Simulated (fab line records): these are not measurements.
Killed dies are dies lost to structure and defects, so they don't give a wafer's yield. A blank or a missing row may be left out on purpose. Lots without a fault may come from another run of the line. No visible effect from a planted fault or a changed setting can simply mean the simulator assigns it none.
2 desks looking at one fault ; flow n5 finfet ; only its own numbers are on each desk; what lay behind them is given at the end

== FROM THE METROLOGY DESK ==
Lot by lot, what the gauges showed, no matter which tool ran the lot: averages of those sampled wafers that carry a number. A lot is out of limits, marked OUT, if its mean lies more than 4 standard deviations from the usual mean; the brackets give that distance. Readings shown: 7 of its 10, picked as those furthest out on some lot.
Columns: A = DIBL_N at N5_BEOL_M4_RC_MEAS_101, usual 36.0 mV/V; B = IOFF_N at N5_BEOL_M4_RC_MEAS_101, usual 0.15 nA/um; C = IOFF_P at N5_BEOL_M4_RC_MEAS_101, usual 0.19 nA/um; D = ION_N at N5_BEOL_M4_RC_MEAS_101, usual 668 uA/um; E = ION_P at N5_BEOL_M4_RC_MEAS_101, usual 455 uA/um; F = VT_N at N5_BEOL_M4_RC_MEAS_101, usual 251 mV; G = VT_P at N5_BEOL_M4_RC_MEAS_101, usual -253 mV
lot;first seen here;A;B;C;D;E;F;G
L135;day 10 00:03;37.3;0.18;0.23;684;470;247;-248
L144;day 13 16:31;36.2;0.16;0.19;667;452;251;-253
L146;day 13 17:37;35.9;0.16;0.19;663;449;250;-255
L147;day 13 20:19;34.6;0.14;0.20;668;459;250;-251
L153;day 14 22:01;31.9;0.10;0.13;649;438;258;-262
Finding of this desk: none of the 5 lots has anything out of limits.

== THE TOOL OWNER'S DESK: litho track-03 ==
The tool's own readings at N5_FIN_SAQP_COAT_10 (resist thk 90 nm): means of the sampled wafers that have a number, for each lot that ran on this tool. A lot is out of limits, marked OUT, if its mean lies more than 4 standard deviations from the usual mean; the brackets give that distance.
Columns: A = spin speed rpm at N5_FIN_SAQP_COAT_10, usual 1499.8 rpm
lot;first seen here;A
L135;day 2 22:00;1499.1
L144;day 5 04:43;2059.6 (+99 or more) OUT
L146;day 5 15:43;2059.5 (+99 or more) OUT
L147;day 5 21:39;2058.9 (+99 or more) OUT
This desk's verdict: out of limits on L144, L146, L147, starting with L144 at day 5 04:43 (spin speed rpm at N5_FIN_SAQP_COAT_10). L135 stayed within limits.

== BROUGHT TOGETHER ==
An alarm could have come from the tool owner's desk at day 5 04:43, on L144, L146, L147.
Nothing out of limits was seen by the metrology desk.
The metrology desk has L144, L146, L147 on record, within its limits.
The lots listed all ran N5_FIN_SAQP_COAT_10 on litho track-03.

== WHAT THE SIMULATOR PUT IN ==
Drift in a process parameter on litho track-03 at N5_FIN_SAQP_COAT_10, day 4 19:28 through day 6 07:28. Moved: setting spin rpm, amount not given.
Shown lots that were struck: L144, L146, L147.
How many hours passed from the start of the fault until each desk's first out-of-limits reading: the tool owner's desk, 9.
